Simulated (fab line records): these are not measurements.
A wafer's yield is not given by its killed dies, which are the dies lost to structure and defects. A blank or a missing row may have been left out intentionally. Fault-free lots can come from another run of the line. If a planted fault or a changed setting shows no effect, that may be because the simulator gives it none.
The tool behind it: which one? | flow n5_finfet | 10 lots, 28 wafers sampled, at 5 steps of a route of 1938

WHAT THE GAUGES READ, wafer by wafer
N5_BEOL_M0_CUTY_OVL_MEAS_58. Usual: M0_ABLK_OVL 0.8 nm, standard deviation 0.69.
lot  | measured     | on         | M0_ABLK_OVL (nm) | flag
L710 | day 6 18:06  | overlay-02 | 0.7 0.5 1.6      |
L711 | day 6 18:15  | overlay-01 | -0.1 0.9 0.8     |
L712 | day 6 20:03  | overlay-02 | 1.2 0.8 -0.5     |
L714 | day 6 20:26  | overlay-01 | 0.8 0.7 1.5      |
L715 | day 7 00:07  | overlay-02 | 0.8 0.8 1.0      |
L717 | day 7 15:39  | overlay-01 | -0.4 0.8         |
L720 | day 8 15:38  | overlay-02 | 0.8 0.9 0.8      |
L721 | day 8 18:44  | overlay-01 | 1.6 0.5          |
L728 | day 10 09:25 | overlay-02 | 1.8 1.2 3.1      |
L730 | day 11 02:06 | overlay-02 | 1.8 0.7 0.9      |

N5_BEOL_M4_RC_MEAS_101. Usual: DIBL_N 36.0 mV/V, standard deviation 1.7; DIBL_P 36.2 mV/V, standard deviation 2.3; IOFF_N 0.16 nA/um, standard deviation 0.03; IOFF_P 0.21 nA/um, standard deviation 0.036; ION_N 679 uA/um, standard deviation 11; ION_P 465 uA/um, standard deviation 7.1; SS_N 71.4 mV/dec, standard deviation 0.58; SS_P 73.3 mV/dec, standard deviation 0.75; VT_N 249 mV, standard deviation 3.1; VT_P -251 mV, standard deviation 3.5.
lot  | measured     | on        | DIBL_N (mV/V)  | DIBL_P (mV/V)  | IOFF_N (nA/um) | IOFF_P (nA/um) | ION_N (uA/um) | ION_P (uA/um) | SS_N (mV/dec)  | SS_P (mV/dec)  | VT_N (mV)   | VT_P (mV)      | flag
L710 | day 8 23:01  | prober-02 | 35.5 38.1 38.1 | 34.9 37.4 38.4 | 0.14 0.18 0.19 | 0.22 0.26 0.28 | 681 683 691   | 465 468 471   | 71.0 71.8 71.3 | 73.4 73.6 73.9 | 248 248 245 | -249 -246 -247 |
L711 | day 8 21:14  | prober-01 | 33.9 32.7 35.4 | 33.3 31.5 35.5 | 0.14 0.12 0.15 | 0.19 0.17 0.21 | 673 665 683   | 461 459 467   | 71.0 70.9 70.4 | 73.1 72.2 72.8 | 248 252 249 | -250 -253 -249 |
L712 | day 9 03:38  | prober-01 | 35.6 35.3 34.7 | 34.1 33.5 32.8 | 0.13 0.13 0.12 | 0.19 0.18 0.17 | 674 663 664   | 466 456 458   | 70.8 70.8 70.5 | 73.0 74.0 72.7 | 251 251 250 | -250 -252 -253 |
L714 | day 9 14:35  | prober-01 | 34.5 35.3 32.5 | 36.6 36.7 32.8 | 0.17 0.18 0.12 | 0.26 0.25 0.18 | 682 685 666   | 477 473 460   | 70.6 71.1 70.1 | 72.9 72.7 71.6 | 245 245 253 | -245 -245 -249 |
L715 | day 9 14:20  | prober-02 | 36.7 35.8 35.3 | 36.3 34.3 34.4 | 0.16 0.14 0.14 | 0.21 0.17 0.18 | 684 684 674   | 467 462 462   | 70.8 71.0 70.6 | 73.6 73.2 72.6 | 249 252 251 | -251 -254 -250 |
L717 | day 9 22:29  | prober-01 | 34.2 36.1      | 34.3 35.9      | 0.13 0.17      | 0.19 0.21      | 670 683       | 454 465       | 71.1 72.0      | 73.6 73.6      | 251 249     | -250 -251      |
L720 | day 11 11:17 | prober-02 | 36.8 38.4 36.1 | 38.0 40.1 37.2 | 0.16 0.21 0.16 | 0.26 0.29 0.24 | 673 687 685   | 465 475 473   | 72.1 72.0 70.6 | 73.9 74.0 72.9 | 251 247 247 | -247 -244 -249 |
L721 | day 11 10:43 | prober-01 | 33.8 33.5      | 34.2 33.8      | 0.14 0.14      | 0.20 0.19      | 687 684       | 469 473       | 71.0 70.9      | 72.1 73.0      | 248 249     | -251 -251      |
L728 | day 12 16:13 | prober-02 | 39.7 36.6 36.5 | 41.2 37.7 37.4 | 0.23 0.15 0.15 | 0.28 0.22 0.20 | 703 672 681   | 477 469 469   | 72.0 71.9 71.9 | 73.9 73.8 72.5 | 244 249 249 | -247 -250 -250 |
L730 | day 13 18:41 | prober-02 | 36.4 37.2 38.1 | 37.7 38.2 39.5 | 0.16 0.18 0.20 | 0.22 0.23 0.25 | 681 680 699   | 469 464 476   | 71.8 71.8 71.8 | 73.6 74.4 74.7 | 249 249 245 | -251 -252 -249 |

TOOL THAT RAN EACH LOT (tool first, then ch and the chambers of the sampled wafers, then the start)
lot  | N5_BEOL_M0_SAQP_RECESS_109         | N5_BEOL_M0_SAQP_ETCH_88            | N5_BEOL_M0_SAQP_ETCH_49
L710 | vapor_etch-02 ch 0,1, day 6 14:01  | rie_diel-04 ch 0,1,3, day 6 15:56  | rie_diel-03 ch 1,3, day 6 17:34
L711 | vapor_etch-02 ch 0,1, day 6 15:00  | rie_diel-03 ch 1,2, day 6 16:22    | rie_diel-02 ch 0,1,3, day 6 17:52
L712 | vapor_etch-02 ch 0,1, day 6 15:37  | rie_diel-02 ch 0,1,3, day 6 18:45  | rie_diel-03 ch 0,1,3, day 6 19:32
L714 | vapor_etch-02 ch 0, day 6 15:53    | rie_diel-02 ch 1,2,3, day 6 19:06  | rie_diel-04 ch 0,1,2, day 6 20:02
L715 | vapor_etch-01 ch 0,1, day 6 21:32  | rie_diel-02 ch 0,2,3, day 6 22:56  | rie_diel-04 ch 0,1, day 6 23:43
L717 | vapor_etch-02 ch 0,1, day 7 12:48  | rie_diel-04 ch 0,1, day 7 14:22    | rie_diel-04 ch 1,2, day 7 15:10
L720 | vapor_etch-01 ch 0,1, day 8 11:09  | rie_diel-04 ch 0,1,3, day 8 13:55  | rie_diel-02 ch 0,2, day 8 15:14
L721 | vapor_etch-02 ch 0, day 8 14:50    | rie_diel-03 ch 1,3, day 8 16:29    | rie_diel-04 ch 3, day 8 18:20
L728 | vapor_etch-02 ch 0,1, day 10 06:45 | rie_diel-03 ch 0,1,2, day 10 08:14 | rie_diel-02 ch 0,2, day 10 09:01
L730 | vapor_etch-02 ch 0,1, day 10 21:16 | rie_diel-03 ch 1,2,3, day 11 00:43 | rie_diel-02 ch 0,2,3, day 11 01:43
- N5_BEOL_M0_SAQP_RECESS_109: chemistry HF/NH3, target SiO2, target depth 3 nm, afs cycles 1, sublimation time 60 s.
- N5_BEOL_M0_SAQP_ETCH_88: etches underlayer in N2/H2, target depth 6.5 nm, time 5.2 s.
- N5_BEOL_M0_SAQP_ETCH_49: etches SiO2 in CF4/O2, target depth 37 nm.

AS READ BY THE TOOLS THEMSELVES (means over the sampled wafers that have a number; for cases with no such wafer, the mark the record gives instead)
N5_BEOL_M0_SAQP_RECESS_109. Usual: drypump_motor_current_A reads 5.9 A (standard deviation 0.39).
lot  | tool          | drypump_motor_current_A (A) | flag
L710 | vapor_etch-02 | 6.2                         |
L711 | vapor_etch-02 | 5.9                         |
L712 | vapor_etch-02 | 5.9                         |
L714 | vapor_etch-02 | 5.6                         |
L715 | vapor_etch-01 | 5.7                         |
L717 | vapor_etch-02 | 6.0                         |
L720 | vapor_etch-01 | 5.7                         |
L721 | vapor_etch-02 | 5.5                         |
L728 | vapor_etch-02 | 5.9                         |
L730 | vapor_etch-02 | 5.9                         |

N5_BEOL_M0_SAQP_ETCH_88. Usual: drypump_motor_current_A 5.7 A, standard deviation 0.41; etch_rf_on_time_s 5.20 s, standard deviation 0.11; oes_product_au 0.68 a.u., standard deviation 0.072; rf_vpp_V 523 V, standard deviation 3; showerhead_plenum_p_Torr 2.54 Torr, standard deviation 0.091; throttle_valve_pct 17.87 %, standard deviation 0.18.
lot  | tool        | drypump_motor_current_A (A) | etch_rf_on_time_s (s) | oes_product_au (a.u.) | rf_vpp_V (V) | showerhead_plenum_p_Torr (Torr) | throttle_valve_pct (%) | flag
L710 | rie_diel-04 | 6.2                         | 5.17                  | 0.67                  | 522          | 2.48                            | 17.88                  |
L711 | rie_diel-03 | 5.8                         | 5.07                  | 0.65                  | 525          | 2.61                            | 18.08                  |
L712 | rie_diel-02 | 5.2                         | 5.19                  | 0.70                  | 520          | 2.46                            | 17.78                  |
L714 | rie_diel-02 | 5.5                         | 5.18                  | 0.67                  | 523          | 2.52                            | 17.74                  |
L715 | rie_diel-02 | 5.4                         | 5.13                  | 0.64                  | 522          | 2.48                            | 17.88                  |
L717 | rie_diel-04 | 6.2                         | 5.18                  | 0.69                  | 522          | 2.46                            | 17.83                  |
L720 | rie_diel-04 | 6.2                         | 5.17                  | 0.72                  | 522          | 2.47                            | 17.77                  |
L721 | rie_diel-03 | 6.0                         | 5.12                  | 0.75                  | 526          | 2.65                            | 17.78                  |
L728 | rie_diel-03 | 5.6                         | 5.14                  | 0.70                  | 524          | 2.57                            | 17.99                  |
L730 | rie_diel-03 | 5.9                         | 5.17                  | 0.72                  | 526          | 2.61                            | 17.82                  |

N5_BEOL_M0_SAQP_ETCH_49. Usual: value, then standard deviation, for each; drypump_motor_current_A 5.8 A / 0.43; mfc_ar_sccm 100.0 sccm / 0.33; oes_f_703_au 0.79 a.u. / 0.089; oes_product_au 0.79 a.u. / 0.091; rf_vpp_V 240 V / 4.7; showerhead_plenum_p_Torr 2.18 Torr / 0.077; throttle_valve_pct 15.87 % / 0.19.
lot  | tool        | drypump_motor_current_A (A) | mfc_ar_sccm (sccm) | oes_f_703_au (a.u.) | oes_product_au (a.u.) | rf_vpp_V (V) | showerhead_plenum_p_Torr (Torr) | throttle_valve_pct (%) | flag
L710 | rie_diel-03 | 6.1                         | 100.2              | 0.81                | 0.78                  | 235          | 2.30                            | 15.96                  |
L711 | rie_diel-02 | 5.2                         | 99.9               | 0.81                | 0.82                  | 241          | 2.14                            | 15.74                  |
L712 | rie_diel-03 | 5.8                         | 99.9               | 0.77                | 0.75                  | 239          | 2.26                            | 16.09                  |
L714 | rie_diel-04 | 6.0                         | 99.9               | 0.77                | 0.76                  | 240          | 2.19                            | 15.95                  |
L715 | rie_diel-04 | 6.3                         | 100.1              | 0.81                | 0.80                  | 242          | 2.12                            | 15.88                  |
L717 | rie_diel-04 | 5.8                         | 100.6              | 0.75                | 0.74                  | 237          | 2.25                            | 15.97                  |
L720 | rie_diel-02 | 5.2                         | 99.8               | 0.75                | 0.75                  | 238          | 2.09                            | 15.92                  |
L721 | rie_diel-04 | 6.0                         | 99.6               | 0.95                | 0.95                  | 240          | 2.16                            | 15.66                  |
L728 | rie_diel-02 | 5.5                         | 100.0              | 0.71                | 0.64                  | 240          | 2.13                            | 15.91                  |
L730 | rie_diel-02 | 5.4                         | 99.8               | 0.72                | 0.65                  | 244          | 2.14                            | 15.94                  |

THE ANSWER, worked out from the rows above alone
Rule: a lot is off if the mean of its wafers that have a number lies more than 3 standard deviations from the usual mean. A lot without any number at a reading at which 4 lots or more have one is off too. Where the step has rows for the other lots, those lots are counted as sound. First the gauges in route order, then the tools' own readings, where a lot's mean is used as printed above. At the first step where some lot is off, the reading lying furthest off is the one used; lots without a number count as furthest.
Across all readings shown, no lot is off: no conclusion can be drawn from this.

WHAT THE SIMULATOR HAD PUT IN
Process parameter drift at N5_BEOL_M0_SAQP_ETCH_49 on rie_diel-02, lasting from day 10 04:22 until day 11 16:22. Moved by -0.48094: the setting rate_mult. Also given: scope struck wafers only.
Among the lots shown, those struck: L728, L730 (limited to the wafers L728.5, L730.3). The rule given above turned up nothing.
